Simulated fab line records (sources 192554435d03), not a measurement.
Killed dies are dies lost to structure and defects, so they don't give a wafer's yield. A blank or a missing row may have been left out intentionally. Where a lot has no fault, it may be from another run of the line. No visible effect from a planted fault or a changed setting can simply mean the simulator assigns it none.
Matching of chambers / flow n5-finfet / pecvd-04 running N5_BEOL_M1_DEP_57: 3 sister chambers
The step deposits SiCN from 3MS/NH3, target thk 8 nm, time 14 s. 6 wafers are shown with their chamber, then 8 later ones without.

WAFERS WITH THEIR CHAMBER
wafer=L084.3; chamber=0; showerhead-plenum-p-Torr (Torr)=3.668; throttle-valve-pct (%)=9.2
wafer=L084.4; chamber=0; showerhead-plenum-p-Torr (Torr)=3.675; throttle-valve-pct (%)=9.1
wafer=L084.6; chamber=1; showerhead-plenum-p-Torr (Torr)=3.654; throttle-valve-pct (%)=8.7
wafer=L085.4; chamber=1; showerhead-plenum-p-Torr (Torr)=3.660; throttle-valve-pct (%)=8.8
wafer=L085.5; chamber=2; showerhead-plenum-p-Torr (Torr)=3.642; throttle-valve-pct (%)=8.9
wafer=L089.2; chamber=2; showerhead-plenum-p-Torr (Torr)=3.655; throttle-valve-pct (%)=9.0

WAFERS WITHOUT THEIR CHAMBER
wafer=L089.3; showerhead-plenum-p-Torr (Torr)=3.656; throttle-valve-pct (%)=8.7
wafer=L089.6; showerhead-plenum-p-Torr (Torr)=3.650; throttle-valve-pct (%)=8.6
wafer=L092.1; showerhead-plenum-p-Torr (Torr)=3.675; throttle-valve-pct (%)=9.6
wafer=L092.2; showerhead-plenum-p-Torr (Torr)=3.642; throttle-valve-pct (%)=8.6
wafer=L092.3; showerhead-plenum-p-Torr (Torr)=3.641; throttle-valve-pct (%)=9.0
wafer=L093.3; showerhead-plenum-p-Torr (Torr)=3.635; throttle-valve-pct (%)=8.8
wafer=L093.5; showerhead-plenum-p-Torr (Torr)=3.669; throttle-valve-pct (%)=9.0
wafer=L093.6; showerhead-plenum-p-Torr (Torr)=3.642; throttle-valve-pct (%)=8.8

THE CHAMBER EACH PASSED THROUGH
wafer=L089.3; from the rows above=1; in truth=1
wafer=L089.6; from the rows above=1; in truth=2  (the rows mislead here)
wafer=L092.1; from the rows above=0; in truth=0
wafer=L092.2; from the rows above=can't be placed: 1 or 2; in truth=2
wafer=L092.3; from the rows above=2; in truth=2
wafer=L093.3; from the rows above=can't be placed: 2 or 1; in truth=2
wafer=L093.5; from the rows above=can't be placed: 0 or 2 or 1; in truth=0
wafer=L093.6; from the rows above=can't be placed: 2 or 1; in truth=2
Correctly placed: 3 of 8. Can't be placed from these rows: 4 (the true chamber is among the candidates in 4). Wrongly placed: 1.
How it was worked out, from the rows above alone: a wafer's distance from a chamber is the root of the sum, over the readings, of the square of ((its reading less the chamber's mean) divided by the reading's scatter). The wafer belongs to the nearest chamber; if the next one is less than 2 further off, it can't be placed. Each chamber's mean is taken over the wafers shown for it. The scatter: the root of (the sum of the squares of (reading less its chamber's mean) over the shown wafers, divided by (wafers less chambers)).
